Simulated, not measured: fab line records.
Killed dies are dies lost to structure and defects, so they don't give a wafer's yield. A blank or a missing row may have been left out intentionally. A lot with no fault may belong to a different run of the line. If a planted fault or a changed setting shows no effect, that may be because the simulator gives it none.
A lot that was struck, set against a sound lot | flow nand harc | 18 steps out of a route of 1159
Sound: these wafers, L843.1, L843.2, L843.6. Wafers struck: L851.1, L851.3, L851.6. The cause is named last.
For every step that has rows: the tool of each side, followed by ch and its chambers, followed by its first start. Under that, the readings that differ: sound wafers | struck wafers | difference of the means | sigmas: that difference in standard deviations of wafers without a fault.
alike: a reading whose means differ by less than 2 such deviations, as well as words and numbers matching on both sides. not compared: withheld readings; readings where some wafer has no value; bounds like >300 that might hide an equal value; numbers whose values overlap and for which the record gives no deviation.
The two part at a step that has a row with sigmas, a row that says differs or no value, or rows on one side only. When numbers do not overlap yet have no deviation, they are printed without sigmas and do not part them. Lack of a reading on every wafer of one side parts them only where that side has two or more wafers.

NHARC_P_M0_OVL_MEAS_10: pitch 180 nm.
  sound: overlay-01 at day 7 06:04; struck: overlay-01 at day 9 08:19
  reading           | sound       | struck         | difference | sigmas
  overlay y nm (nm) | 1.7 1.3 1.6 | -1.5 -0.9 -1.6 | -2.9       | -3
  alike: overlay x nm
NHARC_P_M0_INSPECT_11:
  sound: defect inspect-02 at day 7 06:06; struck: defect inspect-02 at day 9 08:22
  alike: raw defect count
then, 1 step without rows for these wafers: NHARC_P_M0_DESCUM_14 (chemistry O2, time 3 s).
NHARC_P_M0_ETCH_34: etches the open film in N2/H2, target depth 40 nm, overetch 12 nm, time 43.94 s.
  sound on rie diel-05 ch 0,1,2, day 7 06:15; struck on rie diel-13 ch 0,3, day 9 08:31
  alike: drypump motor current A, mfc ar sccm, oes product au, rf fwd power W, rf vpp V, showerhead plenum p Torr, throttle valve pct
  not compared: rf hours counter h
then, 1 step without rows for these wafers: NHARC_P_M0_ETCH_15 (etches the open film in C4F8/Ar, target depth 150 nm, overetch 15 nm, time 82.5 s).
NHARC_P_M0_CD_MEAS_16:
  sound: cd sem-01 at day 7 06:28; struck: cd sem-02 at day 9 08:43
  alike: cd nm
then, 2 steps without rows for these wafers: NHARC_P_M0_STRIP_18 (strips in N2/H2); NHARC_P_M0_STRIP_19 (strips in post etch residue remover, time 600 s).
NHARC_P_M0_DEGAS_28: time 60 s.
  sound: pvd sputter-01 at day 7 07:08; struck: pvd sputter-01 at day 9 09:20
  alike: heater power w
NHARC_P_M0_PRE_CLEAN_29: time 30 s.
  sound on pvd sputter-01; struck on pvd sputter-01
  alike: heater power w
NHARC_P_M0_PVD_20: deposits TaN, target thk 5 nm, time 8.06 s.
  sound on pvd sputter-01; struck on pvd sputter-01
  alike: chamber pressure pa, throttle valve pct
then, 1 step without rows for these wafers: NHARC_P_M0_PVD_21 (deposits Cu, target thk 30 nm, time 20.49 s).
NHARC_P_M0_ECD_22: material Cu, target thk 400 nm.
  sound on ecd cu-01 ch 0,1, day 7 07:29; struck on ecd cu-02 ch 0,1, day 9 09:45
  no value came back on the struck wafers for bath heat duty pct (%), bath temp c (C); on the sound wafers bath heat duty pct (%) reads 7.2 7.4 6.6
NHARC_P_M0_ANNEAL_30: time 90 s.
  sound on rtp anneal-02 ch 0, day 7 08:02; struck on rtp anneal-01 ch 0, day 9 10:04
  alike: wafer_temp_C_max
NHARC_P_M0_CMP_23: polishes, t overpolish 20 s, target thk 117.53 nm.
  sound on cmp-04 ch 0,1,2, day 7 08:25; struck on cmp-03 ch 0,1, day 9 10:25
  reading                | sound          | struck      | difference | sigmas
  time to endpoint s (s) | 25.8 28.8 25.6 | 6.6 1.7 1.3 | -23.5      | -10
  alike: motor current A
NHARC_P_M0_THK_MEAS_24: measures by xrf.
  sound: film metro-02 at day 7 08:41; struck: film metro-01 at day 9 10:44
  reading     | sound             | struck         | difference | sigmas
  thk nm (nm) | 118.5 121.6 117.7 | 27.6 29.8 30.4 | -90.0      | -69
after that, 1 step had no rows for these wafers: NHARC_P_M0_SRD_25.
-- record jumps: 13 days between struck wafers' starts before vs after; left off in module P_M0, resumes in module END, first step shown is number 1159 of the route --
NHARC_END_SORT_01:
  only the struck wafers appear in the record here, on prober-02 ch 0 at day 22 02:05; the sound ones have no rows

WHERE THEY PART
Earliest at NHARC_P_M0_OVL_MEAS_10; latest, in this record, at NHARC_END_SORT_01.

WHY: what the simulator had put in
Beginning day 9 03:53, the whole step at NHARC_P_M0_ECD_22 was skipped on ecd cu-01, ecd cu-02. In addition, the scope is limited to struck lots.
